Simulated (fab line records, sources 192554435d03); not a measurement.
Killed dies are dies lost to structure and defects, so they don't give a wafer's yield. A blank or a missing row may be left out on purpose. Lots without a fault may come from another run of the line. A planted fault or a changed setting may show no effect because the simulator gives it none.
Chamber matching | flow n5_finfet | N5_GATE_CUT_SAC_CAP_01 on ald_sin-02: 4 sister chambers
The step material SiNx, target thk 24 nm, pulse time 1 s, ald cycles 480. 8 wafers are shown with their chamber, then 10 later ones without.

WAFERS WITH THEIR CHAMBER
wafer  | chamber | heater_power_w (W) | precursor_pulse_height_rel
L076.6 | 2       | 797                | 1.017
L086.4 | 1       | 887                | 0.999
L086.6 | 3       | 761                | 0.996
L087.1 | 2       | 792                | 0.977
L087.2 | 1       | 872                | 0.981
L087.3 | 0       | 845                | 1.007
L089.1 | 3       | 782                | 0.987
L089.3 | 0       | 846                | 1.018

WAFERS WITHOUT THEIR CHAMBER
wafer  | heater_power_w (W) | precursor_pulse_height_rel
L089.4 | 874                | 1.010
L090.2 | 770                | 1.003
L090.3 | 882                | 1.006
L090.5 | 756                | 1.023
L092.2 | 752                | 1.011
L092.4 | 888                | 1.004
L092.6 | 737                | 1.038
L093.1 | 760                | 0.988
L093.4 | 891                | 0.986
L093.6 | 787                | 1.020

WHICH CHAMBER EACH WENT THROUGH
wafer  | from the rows above     | in truth
L089.4 | can't be placed: 1 or 0 | 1
L090.2 | can't be placed: 3 or 2 | 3
L090.3 | 1                       | 1
L090.5 | can't be placed: 3 or 2 | 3
L092.2 | 3                       | 3
L092.4 | 1                       | 1
L092.6 | can't be placed: 3 or 2 | 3
L093.1 | 3                       | 3
L093.4 | 1                       | 1
L093.6 | can't be placed: 2 or 3 | 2
Placed correctly: 5 of 10. Can't be placed from these rows: 5 (the true chamber is among the candidates in 5). Placed wrongly: 0.
How it was worked out, from the rows above alone: a wafer's distance from a chamber is the root of the sum, over the readings, of the square of ((its reading less the chamber's mean) divided by the reading's scatter). The wafer belongs to the nearest chamber; if the next one is less than 2 further off, it can't be placed. A chamber's mean is the mean of its shown wafers. The scatter: the root of (the sum of the squares of (reading less its chamber's mean) over the shown wafers, divided by (wafers less chambers)).
